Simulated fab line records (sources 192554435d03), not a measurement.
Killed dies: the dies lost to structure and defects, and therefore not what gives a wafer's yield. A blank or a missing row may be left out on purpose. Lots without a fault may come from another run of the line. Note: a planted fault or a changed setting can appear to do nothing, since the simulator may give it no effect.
Which of the tools did it? + flow n5Finfet + 29 wafers from 11 lots sampled at 2 of the route's 1938 steps

== WHAT THE GAUGES SHOWED, per wafer ==
N5_BEOL_M11_INSPECT_30: inspects for defects (brightfield).
| lot  | measured     | on               | rawDefectCount |
|------|--------------|------------------|----------------|
| L594 | day 10 04:22 | defectInspect-01 | 255 292 232    |
| L596 | day 11 00:47 | defectInspect-02 | 418 449 445    |
| L601 | day 12 00:36 | defectInspect-02 | 344 376 323    |
| L599 | day 12 03:32 | defectInspect-01 | 585 475        |
| L600 | day 12 03:43 | defectInspect-02 | 452 483 370    |
| L604 | day 13 10:03 | defectInspect-01 | 318 441        |
| L605 | day 13 13:31 | defectInspect-02 | 264 351        |
| L607 | day 14 05:13 | defectInspect-02 | 325 383        |
| L611 | day 14 17:35 | defectInspect-02 | 447 324 286    |
| L613 | day 15 10:26 | defectInspect-02 | 319 329 374    |
| L612 | day 15 10:36 | defectInspect-01 | 195 308 388    |

== TOOL THAT RAN EACH LOT (tool first, then ch and the chambers of the sampled wafers, then the start) ==
| lot  | N5_BEOL_M11_STRIP_19              |
|------|-----------------------------------|
| L594 | rieDiel-05 ch 0,2,3, day 10 03:57 |
| L596 | rieDiel-05 ch 0,1,2, day 10 22:32 |
| L601 | rieDiel-02 ch 2,3, day 11 23:16   |
| L599 | rieDiel-05 ch 0,1, day 12 02:52   |
| L600 | rieDiel-05 ch 1,2,3, day 12 02:57 |
| L604 | rieDiel-05 ch 1,3, day 13 07:29   |
| L605 | rieDiel-02 ch 1,2, day 13 12:05   |
| L607 | rieDiel-04 ch 1,3, day 14 04:41   |
| L611 | rieDiel-05 ch 2,3, day 14 16:10   |
| L613 | rieDiel-05 ch 0,1,2, day 15 08:39 |
| L612 | rieDiel-05 ch 0,1,2, day 15 08:59 |
- N5_BEOL_M11_STRIP_19: strips in O2.

== WHAT THE TOOLS THEMSELVES READ (means of the sampled wafers that have a number; where no wafer has one, the mark that the record gives instead) ==
N5_BEOL_M11_STRIP_19.
| lot  | tool       | drypumpMotorCurrentA (A) | oesProductAu (a.u.) | rfVppV (V) | showerheadPlenumPTorr (Torr) | tempC (C) | throttleValvePct (%) |
|------|------------|--------------------------|---------------------|------------|------------------------------|-----------|----------------------|
| L594 | rieDiel-05 | 5.6                      | 0.77                | 3.3        | 2.12                         | 40.06     | 16.89                |
| L596 | rieDiel-05 | 5.6                      | 0.80                | 3.5        | 2.07                         | 40.13     | 16.71                |
| L601 | rieDiel-02 | 5.9                      | 0.70                | 3.7        | 2.08                         | 39.90     | 17.07                |
| L599 | rieDiel-05 | 5.4                      | 0.79                | 4.3        | 2.05                         | 39.96     | 16.68                |
| L600 | rieDiel-05 | 5.8                      | 0.78                | 3.8        | 2.09                         | 39.96     | 16.70                |
| L604 | rieDiel-05 | 5.9                      | 0.77                | 4.2        | 2.08                         | 40.02     | 16.69                |
| L605 | rieDiel-02 | 6.2                      | 0.84                | 3.6        | 2.16                         | 40.19     | 16.79                |
| L607 | rieDiel-04 | 5.9                      | 0.83                | 3.6        | 2.12                         | 40.06     | 16.66                |
| L611 | rieDiel-05 | 5.9                      | 0.75                | 4.2        | 2.11                         | 40.03     | 16.89                |
| L613 | rieDiel-05 | 5.6                      | 0.76                | 3.7        | 2.06                         | 39.97     | 16.75                |
| L612 | rieDiel-05 | 5.6                      | 0.76                | 4.4        | 2.06                         | 39.97     | 16.76                |

== THE ANSWER, worked out from the rows above alone ==
Rule: the lots themselves supply what counts as usual. Put in order of their means at a reading, lots are off if they are a third of the lots or fewer, leave a main group of 4 or more, and stand apart from it by a gap of 3 or more times the standard deviation of the main group's means; of several such gaps the widest counts. If all means in a main group match to the digits the tables above print for the reading, that group is not used. Also off: a lot with no number at a reading for which 4 or more lots have one. Any other lot the step has rows for is counted as sound. Order of review: gauges by route order, followed by the tools' own readings, for which a lot's mean as printed above is used. The first step at which some lot is off is used, and at that step the reading that is off furthest; a lot without a number counts as furthest.
None of the lots is off at any reading shown; this tells nothing.

== WHAT THE SIMULATOR PUT IN ==
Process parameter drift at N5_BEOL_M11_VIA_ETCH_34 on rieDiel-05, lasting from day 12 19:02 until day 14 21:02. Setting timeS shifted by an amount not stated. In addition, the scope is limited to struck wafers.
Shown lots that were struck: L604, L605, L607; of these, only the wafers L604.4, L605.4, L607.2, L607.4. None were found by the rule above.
